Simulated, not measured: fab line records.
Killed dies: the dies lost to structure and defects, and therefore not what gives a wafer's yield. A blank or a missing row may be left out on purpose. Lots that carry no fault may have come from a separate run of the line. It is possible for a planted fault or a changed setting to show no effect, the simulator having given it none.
Chamber matching / flow nand_harc / NHARC_P_M0_ETCH_34 on rie_diel-06: 4 sister chambers
The step etches the open film in N2/H2, target depth 40 nm, overetch 12 nm, time 43.94 s. 4 wafers are shown with their chamber, then 12 later ones without.

WAFERS WITH THEIR CHAMBER
wafer=L089.5; chamber=3; drypump_motor_current_A (A)=6.5
wafer=L090.1; chamber=0; drypump_motor_current_A (A)=5.0
wafer=L090.2; chamber=1; drypump_motor_current_A (A)=6.2
wafer=L090.3; chamber=2; drypump_motor_current_A (A)=5.6

WAFERS WITH NO CHAMBER GIVEN
wafer=L092.1; drypump_motor_current_A (A)=6.5
wafer=L092.3; drypump_motor_current_A (A)=6.2
wafer=L092.5; drypump_motor_current_A (A)=6.5
wafer=L095.1; drypump_motor_current_A (A)=5.0
wafer=L095.4; drypump_motor_current_A (A)=6.5
wafer=L095.5; drypump_motor_current_A (A)=6.3
wafer=L096.4; drypump_motor_current_A (A)=6.2
wafer=L096.5; drypump_motor_current_A (A)=6.2
wafer=L096.6; drypump_motor_current_A (A)=5.6
wafer=L097.1; drypump_motor_current_A (A)=6.2
wafer=L097.3; drypump_motor_current_A (A)=5.6
wafer=L097.4; drypump_motor_current_A (A)=5.0

CHAMBER TAKEN BY EACH
wafer=L092.1; from the rows above=3; in truth=3
wafer=L092.3; from the rows above=1; in truth=1
wafer=L092.5; from the rows above=3; in truth=3
wafer=L095.1; from the rows above=0; in truth=0
wafer=L095.4; from the rows above=3; in truth=3
wafer=L095.5; from the rows above=1; in truth=1
wafer=L096.4; from the rows above=1; in truth=1
wafer=L096.5; from the rows above=1; in truth=1
wafer=L096.6; from the rows above=2; in truth=2
wafer=L097.1; from the rows above=1; in truth=1
wafer=L097.3; from the rows above=2; in truth=2
wafer=L097.4; from the rows above=0; in truth=0
Correct placement for 12 of the 12. Left unplaced by these rows: 0. Wrongly placed: 0.
How it was worked out, from the rows above alone: a wafer's distance from a chamber is the root of the sum, over the readings, of the square of ((its reading less the chamber's mean) divided by the reading's scatter). The wafer belongs to the nearest chamber; if the next one is less than 2 further off, it can't be placed. The mean given for a chamber averages the wafers shown for that chamber. The scatter (one wafer shown for each chamber): square how far every hidden wafer sits from the nearest shown wafer, average those squares and take the square root.
